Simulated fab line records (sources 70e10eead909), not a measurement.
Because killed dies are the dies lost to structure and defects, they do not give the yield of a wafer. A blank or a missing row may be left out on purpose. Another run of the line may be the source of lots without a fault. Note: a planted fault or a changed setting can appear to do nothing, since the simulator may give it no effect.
A struck lot beside a sound one | flow nand harc | 14 out of 1302 route steps
Sound: wafers L187.1, L187.2, L187.6. The struck wafers were L188.2, L188.4, L188.6. At the end, the cause is stated.
Per side, at each step with rows, come the tool, then ch with its chambers, and then its first start. Under that, the readings that differ: sound wafers | struck wafers | difference of the means | sigmas: that difference in standard deviations of wafers without a fault.
alike: a reading whose means differ by less than 2 such deviations, as well as words and numbers matching on both sides. not compared: withheld readings; readings where some wafer has no value; bounds like >300 that might hide an equal value; numbers whose values overlap and for which the record gives no deviation.
The two part at a step that has a row with sigmas, a row that says differs or no value, or rows on one side only. When numbers do not overlap yet have no deviation, they are printed without sigmas and do not part them. Lack of a reading on every wafer of one side parts them only where that side has two or more wafers.

first, 3 steps without rows for these wafers: NHARC_A_STAIRCASE_STRIP_317 (strips in SPM, time 900 s); NHARC_A_STAIRCASE_PRECLEAN_318 (cleans in SC1); NHARC_A_STAIRCASE_SRD_329.
NHARC_A_STAIRCASE_ALD_415: deposits SiO2, target thk 30 nm, pulse time 6 s, ald cycles 300.
  sound on ald hk-02 ch 0,2,3, day 19 03:54; struck on ald hk-04 ch 0,3, day 20 11:17
  alike: heater power w, precursor pulse height rel
NHARC_A_STAIRCASE_ETCHBACK_416: etches the open film in C4F8/O2/Ar, target depth 36 nm, time 7.2 s.
  sound: rie diel-12 ch 0,1,2; struck: rie diel-12 ch 0,2
  alike: oes product au, rf vpp V
  not compared: rf hours counter h
NHARC_A_STAIRCASE_STRIP_476: strips in O2, time 20 s.
  sound on rie diel-12 ch 0,1,2, day 19 05:35; struck on rie diel-12 ch 0,1,3, day 20 13:29
  alike: drypump motor current A, oes product au, rf vpp V, showerhead plenum p Torr, throttle valve pct
  not compared: rf hours counter h
then, 4 steps without rows for these wafers: NHARC_A_STAIRCASE_DEP_417 (deposits Si3N4, target thk 60 nm); NHARC_A_STAIRCASE_WET_418 (chemistry H3PO4, target depth 20 nm); NHARC_A_STAIRCASE_PRECLEAN_419 (cleans in SC1); NHARC_A_STAIRCASE_SRD_421.
NHARC_A_STAIRCASE_ALD_420: deposits SiO2, target thk 20 nm, pulse time 6 s, ald cycles 200.
  sound on ald hk-03 ch 1,3, day 19 08:23; struck on ald hk-04 ch 0,3, day 20 16:27
  alike: heater power w, precursor pulse height rel
NHARC_A_STAIRCASE_CVD_552: deposits SiNx, target thk 40 nm.
  sound on lpcvd-02 ch 1, day 19 12:56; struck on lpcvd-01 ch 1, day 21 00:58
  alike: zone power centre pct
NHARC_A_STAIRCASE_DEP_151: deposits SiO2, target thk 7200 nm.
  sound on pecvd-02 ch 0,1,2, day 19 16:36; struck on pecvd-02 ch 1,2, day 21 04:52
  alike: heater power w
-- record jumps: 7 days between struck wafers' starts before vs after; left off in module A_STAIRCASE, resumes in module END, first step shown is number 1302 of the route --
NHARC_END_SORT_01:
  at this point the record logs the struck wafers (prober-01 ch 0, day 27 22:46) and has no rows for the sound ones

WHERE THEY PART
At NHARC_END_SORT_01 and nowhere else, as far as this record goes.

WHY: what had been put in by the simulator
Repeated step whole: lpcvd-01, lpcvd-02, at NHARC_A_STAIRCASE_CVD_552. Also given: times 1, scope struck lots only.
